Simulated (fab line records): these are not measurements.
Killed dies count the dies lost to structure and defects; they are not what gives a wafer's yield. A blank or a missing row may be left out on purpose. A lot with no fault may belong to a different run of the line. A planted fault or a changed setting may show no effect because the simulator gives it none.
Code-filled problem report in 8D (eight disciplines) form | flow n5 finfet | the parts of the form that need people (team, actions taken, sign-off) are left out

1. PROBLEM STATEMENT
Mean M15_THK at N5_BEOL_M15_THK_MEAS_50: 1529 nm over 3 wafers in 2 lots; fault-free wafers: 830 nm, standard deviation 18. Relative to the usual mean, that is a shift of +39 standard deviations.
The step: measures by xrf.
The first sign was on wafer L660.4 at day 15 22:23, on film metro-01. The record holds 26 wafers of 10 lots with a number at this step. Rule for "out" (also "out of limits"): further than 4 standard deviations from the usual mean. The other wafers with a number count as sound.

2. WHAT IT IS, WHAT IT ISN'T
question                    | is                           | is not
which readings at this step | M15_THK                      | -
which lots                  | L660, L661                   | L643, L644, L645, L648, L649, L663, L664, L665
which wafers of those lots  | L660.4, L660.5, L661.5       | L661.1
read on which gauges        | film metro-01, film metro-02 | -
when                        | from day 15 22:23            | up to then (14 sound wafers); but 9 sound wafers of L661, L663, L664, L665 came after

3. THE SUSPECTS, EACH WITH WHAT RULES IT OUT
Counting: a tool at a process step up to the reading stays a suspect if it ran every lot that is out. Sound lots after the first of them don't rule it out here, since some wafers of a struck lot are sound.
- ruled out: the gauge at N5_BEOL_M15_THK_MEAS_50. Those wafers that are out were read across 2 gauges (film metro-01, film metro-02).
- cmp-01 at N5_BEOL_M15_CMP_49 (polishes, stops on SiO2, t overpolish 4.9 s, target thk 850 nm): kept. It processed each lot that is out (first: L660, day 15 22:07); up to then, its last sound lot is L648 (day 14 01:56). Its own readings are out on those wafers: barrier field endpoint s, overpolish run s.
- Within cmp-01 at N5_BEOL_M15_CMP_49, the wafers that are out were processed in chamber 3 and their sound lot-mates in chamber 0.
After counting, what remains is cmp-01 at N5_BEOL_M15_CMP_49.

4. THE CAUSE (what the simulator had put in)
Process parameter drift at N5_BEOL_M15_CMP_49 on cmp-01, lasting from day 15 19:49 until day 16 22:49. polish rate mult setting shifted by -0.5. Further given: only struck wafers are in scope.
The count eliminated every tool but this one.

5. THE EFFECT CHAIN, in route order
Each row: a reading whose mean over the struck wafers that have a number lies more than 3 standard deviations from the usual. Only readings whose record carries a usual standard deviation are examined. hours: median over the lots of the time between each lot's start at the first step of this table that gives one and its start at this step. sigmas: the change, counted in usual standard deviations.
hours | step                    | reading                  | usual   | on struck wafers | change | sigmas
0     | N5_BEOL_M15_CMP_49      | barrier field endpoint s | 11.30 s | 22.60            | +11.30 | +40
0     | N5_BEOL_M15_CMP_49      | overpolish run s         | 4.901 s | 3.411            | -1.490 | -99 or more
0     | N5_BEOL_M15_THK_MEAS_50 | M15_THK                  | 830 nm  | 1529             | +699   | +39
0     | N5_BEOL_M15_INSPECT_55  | raw defect count         | 74      | 6342             | +6268  | +99 or more
17    | N5_PASSIVATION_PROBE_49 | defect limited yield     | 91.7 %  | 0.0              | -91.7  | -54
17    | N5_PASSIVATION_PROBE_49 | killed_at_M4_up          | 13      | 1073             | +1060  | +99 or more
17    | N5_PASSIVATION_PROBE_49 | killed dies              | 98      | 1180             | +1082  | +54
17    | N5_PASSIVATION_PROBE_49 | killed on rim            | 13      | 152              | +139   | +31
17    | N5_PASSIVATION_PROBE_49 | sort n pass              | 1082    | 0                | -1082  | -54
17    | N5_PASSIVATION_PROBE_49 | sort yield pct           | 91.7 %  | 0.0              | -91.7  | -54
It contains these process steps:
- N5_BEOL_M15_CMP_49: polishes, stops on SiO2, t overpolish 4.9 s, target thk 850 nm.
- N5_PASSIVATION_PROBE_49

6. WHAT WOULD HAVE CAUGHT IT SOONER
In this record the first reading out of limits at a measuring or inspecting step was taken at day 15 22:23, 3 hours after the fault began at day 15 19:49.
The tool's own readings at N5_BEOL_M15_CMP_49 were out on every struck wafer that the step has a row for (barrier field endpoint s, overpolish run s): an alarm limit on them would have fired on the first of those.
Of the lots that are out (2), L661 began N5_BEOL_M15_CMP_49 on cmp-01 after day 15 22:23. A hold on the tool at that time would have spared it.
